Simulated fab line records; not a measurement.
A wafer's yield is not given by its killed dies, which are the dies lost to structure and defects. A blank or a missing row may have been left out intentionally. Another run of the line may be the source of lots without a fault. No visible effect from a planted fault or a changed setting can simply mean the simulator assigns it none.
fab line records | flow n5_finfet | part 2 of 2: steps 18 to 26 of 26
[record] lots = 5 wafers = 15 last_day = 16
route steps=1938 shown BEOL_M4@1053
lots untouched by any fault: they come from a run of this same line in which no faults occurred
start_h: the number of hours between the record's first day and the start of the first shown wafer of the lot | wait_h: time in hours since the lot's previous step | " same as the row above | L1.1+2: several wafers, shown together as one row | - no value, or no start given | * or withheld: withheld | < > ~ a bound
route shown NAME@n: names a module that has steps shown in the file, with the first one's number in the route | usual: mean/standard deviation taken from wafers without a fault | same: alike in all rows | chamber/n: place in a boat | sites: the reading at each site | _std_site: the standard deviation of these | _edge_site: mean of outer sites minus mean of inner sites | radius_mm: how far each site lies from the wafer's centre | mask NAME#n: copy n | behind: the tool/chamber that last shaped the wafer | hold: cause of the lot's hold/its duration in hours/its outcome | device: names the non-switching transistor (n, p or np) | end of line: tests run on the same wafers once the route is complete | step lacking rows: just its recipe | killed: the dies lost at the first sort to structure and to defects; this is not the yield of the wafer | map: dies across one wafer; x = killed, . = not, _ = none there
set.NAME: the run value of the setting; set.NAME@STEP: its run value at that earlier step | model.NAME: the simulator's own value behind a step, which no gauge read
a table for each step, a row for each wafer; lots at some steps of the route
services: a tool's chamber out of use, with start hour (start_h, from the record's first day; less than 0 if before it), hours out, and reason
[[steps]]
[step N5_BEOL_M4_TRENCH_ETCH_37]
[recipe] chemistry = C4F6/O2 target_depth_a = 555.55 target = SiOC time_s = 29.2 ion_energy_ev = 250 pressure_mtorr = 30 source_w = 355 bias_w = 185 Ar_flow_sccm = 300 C4F6_flow_sccm = 10 O2_flow_sccm = 10
[usual] O2_flow_sccm = 9.996/0.03 drypump_motor_current_A = 5.9/0.4 oes_product_au = 0.83/0.086 rf_vpp_V = 663/11 showerhead_plenum_p_Torr = 2.85/0.069 throttle_valve_pct = 20.83/0.27
[same] time_s = 29.2
// columns lot.wafer tool chamber start_h wait_h O2_flow_sccm drypump_motor_current_A oes_product_au rf_hours_counter_h rf_vpp_V showerhead_plenum_p_Torr throttle_valve_pct
L075.1 rie_diel-02 3 - - 9.990 5.6 0.71 212 681 2.94 20.92
L075.4 " 2 " " 10.014 6.0 0.80 94 651 2.87 20.53
L075.5 " 2 " " 9.996 6.0 0.80 - 650 2.87 20.55
L082.1 rie_diel-02 2 - - 9.946 6.0 0.78 107 650 2.86 20.54
L082.4 " 1 " " 10.025 6.3 0.86 43 659 2.91 21.00
L082.5 " 3 " " 9.970 5.7 0.71 - 682 2.93 20.95
L088.1 rie_diel-01 1 - - 10.000 5.8 0.90 35 669 2.90 20.77
L088.3 " 0 " " 10.059 5.9 0.69 235 659 2.68 21.16
L088.5 " 3 " " 9.978 5.6 0.78 - 677 2.87 21.32
L090.1 rie_diel-04 3 - - 10.007 5.2 0.96 4 669 2.79 21.00
L090.2 " 1 " " 10.009 6.6 0.80 94 654 2.76 20.85
L090.3 " 0 " " 9.997 5.9 0.86 51 654 2.88 20.36
L092.3 rie_diel-04 0 - - 10.054 5.9 0.85 55 652 2.88 20.35
L092.5 " 1 " " 9.955 6.6 0.79 - 656 2.75 20.83
L092.6 " 0 " " 10.015 5.9 0.86 - 655 2.88 20.35
[step N5_BEOL_M4_ETCH_41]
[recipe] chemistry = CH3F/O2 target = SiCN target_depth_a = 299 taper_deg = 2 time_s = 52.5 ion_energy_ev = 120 mask_material = TiN pressure_mtorr = 30 source_w = 395 bias_w = 75 Ar_flow_sccm = 150 CH3F_flow_sccm = 30 O2_flow_sccm = 20
[usual] O2_flow_sccm = 20.00/0.063 drypump_motor_current_A = 5.9/0.4 oes_product_au = 0.83/0.086 rf_vpp_V = 297.4/1.5 showerhead_plenum_p_Torr = 2.00/0.051 throttle_valve_pct = 16.28/0.27
[same] time_s = 52.5
// columns lot.wafer tool chamber start_h wait_h O2_flow_sccm drypump_motor_current_A oes_product_au rf_hours_counter_h rf_vpp_V showerhead_plenum_p_Torr throttle_valve_pct
L075.1 rie_diel-02 3 - - 20.05 5.6 0.71 212 298.9 2.07 16.42
L075.4 " 2 " " 20.06 6.0 0.80 94 298.3 2.02 16.03
L075.5 " 2 " " 19.99 6.0 0.79 - 298.3 2.02 16.03
L082.1 rie_diel-02 2 - - 20.00 6.0 0.77 107 296.2 2.01 16.05
L082.4 " 1 " " 20.05 6.3 0.87 43 299.5 2.05 16.41
L082.5 " 3 " " 19.97 5.6 0.71 - 299.3 2.06 16.47
L088.1 rie_diel-01 1 - - 20.02 5.8 0.91 35 296.7 2.04 16.18
L088.3 " 0 " " 19.96 5.9 0.69 235 295.0 1.88 16.70
L088.5 " 3 " " 19.93 5.6 0.79 - 296.2 2.01 16.70
L090.1 rie_diel-04 3 - - 19.97 5.2 0.96 4 296.6 1.96 16.36
L090.2 " 1 " " 20.06 6.6 0.79 94 296.7 1.93 16.29
L090.3 " 0 " " 20.00 5.9 0.87 51 298.0 2.03 15.84
L092.3 rie_diel-04 0 - - 20.10 5.9 0.86 55 298.0 2.03 15.85
L092.5 " 1 " " 19.99 6.6 0.79 - 297.5 1.93 16.29
L092.6 " 0 " " 20.04 5.9 0.86 - 298.1 2.03 15.85
[step N5_BEOL_M4_STRIP_97]
[recipe] chemistry = N2/H2 time_s = 10 power_w = 450 temp_c = 40 pressure_mtorr = 20 rf_frequency_hz = 6e+07 bias_power_w = 7 n2_flow_sccm = 200 h2_flow_sccm = 200
[usual] drypump_motor_current_A = 5.9/0.41 h2_flow_sccm = 200.0/0.61 oes_product_au = 0.83/0.085 rf_vpp_V = 59.3/0.85 showerhead_plenum_p_Torr = 2.54/0.06 throttle_valve_pct = 23.7/0.36
[same] time_s = 10
// columns lot.wafer tool chamber start_h wait_h drypump_motor_current_A h2_flow_sccm oes_product_au rf_hours_counter_h rf_vpp_V showerhead_plenum_p_Torr throttle_valve_pct
L075.1 rie_diel-02 3 - - 5.6 199.9 0.71 212 59.4 2.60 23.4
L075.4 " 2 " " 6.0 201.2 0.81 95 58.5 2.56 23.3
L075.5 " 2 " " 6.0 199.9 0.81 - 59.2 2.56 23.3
L082.1 rie_diel-02 2 - - 6.0 200.3 0.78 107 58.1 2.55 23.3
L082.4 " 1 " " 6.3 201.0 0.87 43 59.8 2.58 23.6
L082.5 " 3 " " 5.7 199.7 0.70 - 59.3 2.60 23.4
L088.1 rie_diel-01 1 - - 5.8 199.7 0.92 35 60.3 2.60 23.8
L088.3 " 0 " " 6.0 199.8 0.70 235 59.8 2.39 24.0
L088.5 " 3 " " 5.6 200.2 0.79 - 59.3 2.55 24.3
L090.1 rie_diel-04 3 - - 5.2 201.2 0.97 4 58.8 2.50 24.1
L090.2 " 1 " " 6.6 200.0 0.80 94 58.0 2.46 23.6
L090.3 " 0 " " 5.9 201.0 0.86 51 59.4 2.58 23.2
L092.3 rie_diel-04 0 - - 5.9 200.8 0.87 55 59.6 2.58 23.2
L092.5 " 1 " " 6.6 199.9 0.80 - 59.5 2.45 23.6
L092.6 " 0 " " 5.9 200.3 0.87 - 59.1 2.58 23.2
[step N5_BEOL_M4_OCD_MEAS_38]
[usual] trench_depth_nm = 55.4/1.1
// columns lot.wafer tool chamber start_h wait_h trench_depth_nm
L075.1 ocd-01 - 167.24 - 54.5
L075.4 " - " " 55.8
L075.5 " - " " 55.6
L082.1 ocd-02 - 204.28 - 55.0
L082.4 " - " " 56.5
L082.5 " - " " 55.0
L088.1 ocd-02 - 238.66 - 55.8
L088.3 " - " " 53.4
L088.5 " - " " 56.5
L090.1 ocd-02 - 261.58 - 56.3
L090.2 " - " " 54.0
L090.3 " - " " 56.7
L092.3 ocd-01 - 271.19 - 56.2
L092.5 " - " " 53.5
L092.6 " - " " 56.7
[step N5_BEOL_M4_HM_STRIP_39]
[recipe] chemistry = peroxide_tin_strip material = TiN target_depth_a = 250 temp_c = 50 time_s = 158
[same] time_s = 158
// columns lot.wafer tool chamber start_h wait_h
L075.1+4+5 wet_bench-03 7,6,0 167.28 0.0
L082.1+4+5 wet_bench-02 1,5,6 204.31 0.0
L088.1+3+5 wet_bench-02 4,1,3 238.69 0.0
L090.1+2+3 wet_bench-03 3,7,5 261.62 0.0
L092.3+5+6 wet_bench-06 0,7,2 271.22 0.0
[step N5_BEOL_M4_SRD_40]
[recipe] time_s = 30 temp_c = 23 rinse_liquid = diw dry = ipa_marangoni
[same] time_s = 30
// columns lot.wafer tool chamber start_h wait_h
L075.1+4+5 wet_bench-03 7,6,0 167.32 0.0
L082.1+4+5 wet_bench-02 1,5,6 204.36 0.0
L088.1+3+5 wet_bench-02 4,1,3 238.74 0.0
L090.1+2+3 wet_bench-03 3,7,5 261.67 0.0
L092.3+5+6 wet_bench-06 0,7,2 271.27 0.0
[step N5_BEOL_M4_PRECLEAN_42]
[recipe] chemistry = residue_remover time_s = 60 temp_c = 40
[same] time_s = 60
// columns lot.wafer tool chamber start_h wait_h
L075.1+4+5 wet_bench-03 7,6,0 167.34 0.0
L082.1+4+5 wet_bench-02 1,5,6 204.38 0.0
L088.1+3+5 wet_bench-02 4,1,3 238.76 0.0
L090.1+2+3 wet_bench-03 3,7,5 261.69 0.0
L092.3+5+6 wet_bench-06 0,7,2 271.28 0.0
[step N5_BEOL_M4_SRD_43]
[recipe] time_s = 30 temp_c = 23 rinse_liquid = diw dry = ipa_marangoni
[same] time_s = 30
// columns lot.wafer tool chamber start_h wait_h
L075.1+4+5 wet_bench-03 7,6,0 167.36 0.0
L082.1+4+5 wet_bench-02 1,5,6 204.39 0.0
L088.1+3+5 wet_bench-02 4,1,3 238.77 0.0
L090.1+2+3 wet_bench-03 3,7,5 261.70 0.0
L092.3+5+6 wet_bench-06 0,7,2 271.30 0.0
[step N5_BEOL_M4_CD_MEAS_35]
[recipe] target_cd_nm = 18 target_cd_y_nm = 22.4 polarity = opening
[usual] cd_nm = 17.9/0.36
// columns lot.wafer tool chamber start_h wait_h cd_nm
L075.1 cd_sem-02 - 167.40 0.0 18.0
L075.4 " - " " 17.9
L075.5 " - " " 17.6
L082.1 cd_sem-03 - 204.43 0.0 18.0
L082.4 " - " " 17.4
L082.5 " - " " 17.8
L088.1 cd_sem-01 - 238.81 0.0 17.4
L088.3 " - " " 18.5
L088.5 " - " " 17.6
L090.1 cd_sem-02 - 261.75 0.0 17.8
L090.2 " - " " 17.2
L090.3 " - " " 17.3
L092.3 cd_sem-01 - 271.34 0.0 17.6
L092.5 " - " " 17.4
L092.6 " - " " 18.1
[[services]]
// columns tool chamber start_h hours kind
ald_sin-03 0 143.95 2.6 repair
euv_scanner-01 - 168.89 1.0 pm
euv_scanner-02 - 175.33 1.0 pm
ald_sin-01 - 179.83 6.1 pm
ald_sin-02 0 181.20 4.4 repair
euv_scanner-02 - 190.16 4.6 pm
ald_sin-02 - 193.37 2.7 repair
euv_scanner-01 - 203.30 4.6 pm
euv_scanner-01 - 217.70 30.9 repair
rie_diel-02 2 231.84 21.6 repair
ald_sin-03 1 238.22 2.6 repair
euv_scanner-02 - 245.52 1.0 pm
euv_scanner-02 - 246.53 5.8 pm
wet_bench-02 - 246.84 1.2 repair
euv_scanner-01 - 255.61 1.9 repair
ald_sin-03 2 259.47 5.1 repair
rie_diel-02 3 264.19 - clean
rie_diel-02 3 264.19 - consumable_replace:focus_ring
rie_diel-02 3 264.19 19.1 scheduled_down
rie_diel-02 3 264.19 19.1 vent_cycle
ald_sin-01 - 265.48 4.3 pm
rie_diel-04 2 265.77 9.3 repair
ald_sin-03 2 265.95 3.1 repair
ald_sin-01 - 269.81 14.0 pm
